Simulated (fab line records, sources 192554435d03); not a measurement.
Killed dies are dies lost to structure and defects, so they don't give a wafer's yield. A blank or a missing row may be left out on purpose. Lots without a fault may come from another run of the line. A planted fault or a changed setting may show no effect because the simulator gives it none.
Chamber matching | flow n5_finfet | N5_BEOL_M15_CMP_49 on cmp-03: 4 sister chambers
The step polishes, stops on SiO2, t overpolish 4.9 s, target thk 850 nm. 16 wafers are shown with their chamber, then 8 later ones without.

WAFERS WITH THEIR CHAMBER
wafer  | chamber | motor_current_A (A) | barrier_field_endpoint_s (s) | overpolish_run_s (s)
L076.1 | 1       | 9.4                 | 11.58                        | 4.901
L076.2 | 2       | 8.6                 | 11.33                        | 4.908
L074.2 | 0       | 8.4                 | 10.84                        | 4.882
L074.3 | 1       | 9.5                 | 11.39                        | 4.907
L078.2 | 2       | 9.5                 | 11.08                        | 4.914
L078.3 | 1       | 8.9                 | 11.80                        | 4.898
L079.1 | 1       | 9.4                 | 11.94                        | 4.899
L079.4 | 0       | 8.1                 | 11.73                        | 4.908
L083.1 | 2       | 9.0                 | 11.18                        | 4.901
L083.2 | 3       | 9.3                 | 11.35                        | 4.908
L085.1 | 0       | 7.6                 | 10.93                        | 4.899
L085.2 | 3       | 9.3                 | 11.47                        | 4.903
L085.3 | 1       | 9.4                 | 11.38                        | 4.899
L086.3 | 0       | 7.9                 | 11.57                        | 4.893
L091.2 | 1       | 9.3                 | 11.71                        | 4.898
L091.3 | 0       | 8.5                 | 11.70                        | 4.912

SIGNATURES (means of the wafers above)
reading                  | chamber 0 | chamber 1 | chamber 2 | chamber 3 | scatter within a chamber
motor_current_A          | 8.100     | 9.317     | 9.033     | 9.300     | 0.313
barrier_field_endpoint_s | 11.3540   | 11.6333   | 11.1967   | 11.4100   | 0.295
overpolish_run_s         | 4.89880   | 4.90033   | 4.90767   | 4.90550   | 0.00781
Rule: a wafer's distance from a chamber is the root of the sum, over the readings, of the square of ((its reading less the chamber's mean) divided by the reading's scatter). The wafer belongs to the nearest chamber; if the next one is less than 2 further off, it can't be placed. The scatter: the root of (the sum of the squares of (reading less its chamber's mean) over the shown wafers, divided by (wafers less chambers)).

WAFERS WITHOUT THEIR CHAMBER
wafer  | motor_current_A (A) | barrier_field_endpoint_s (s) | overpolish_run_s (s)
L089.1 | 9.2                 | 11.29                        | 4.905
L089.2 | 8.6                 | 11.22                        | 4.903
L094.1 | 7.5                 | 11.73                        | 4.923
L094.2 | 9.7                 | 11.58                        | 4.892
L094.4 | 9.0                 | 11.77                        | 4.896
L095.1 | 8.8                 | 11.64                        | 4.900
L095.3 | 8.1                 | 11.54                        | 4.887
L096.2 | 8.8                 | 11.39                        | 4.893

WHICH CHAMBER EACH WENT THROUGH
wafer  | from the rows above               | in truth
L089.1 | can't be placed: 3 or 2 or 1      | 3
L089.2 | can't be placed: 2 or 0 or 3 or 1 | 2
L094.1 | can't be placed: 0 or 2           | 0
L094.2 | can't be placed: 1 or 3 or 2      | 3
L094.4 | can't be placed: 1 or 3 or 2 or 0 | 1
L095.1 | can't be placed: 1 or 3 or 2 or 0 | 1
L095.3 | 0                                 | 0
L096.2 | can't be placed: 1 or 2 or 3 or 0 | 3
Placed correctly: 1 of 8. Can't be placed from these rows: 7 (the true chamber is among the candidates in 7). Placed wrongly: 0.
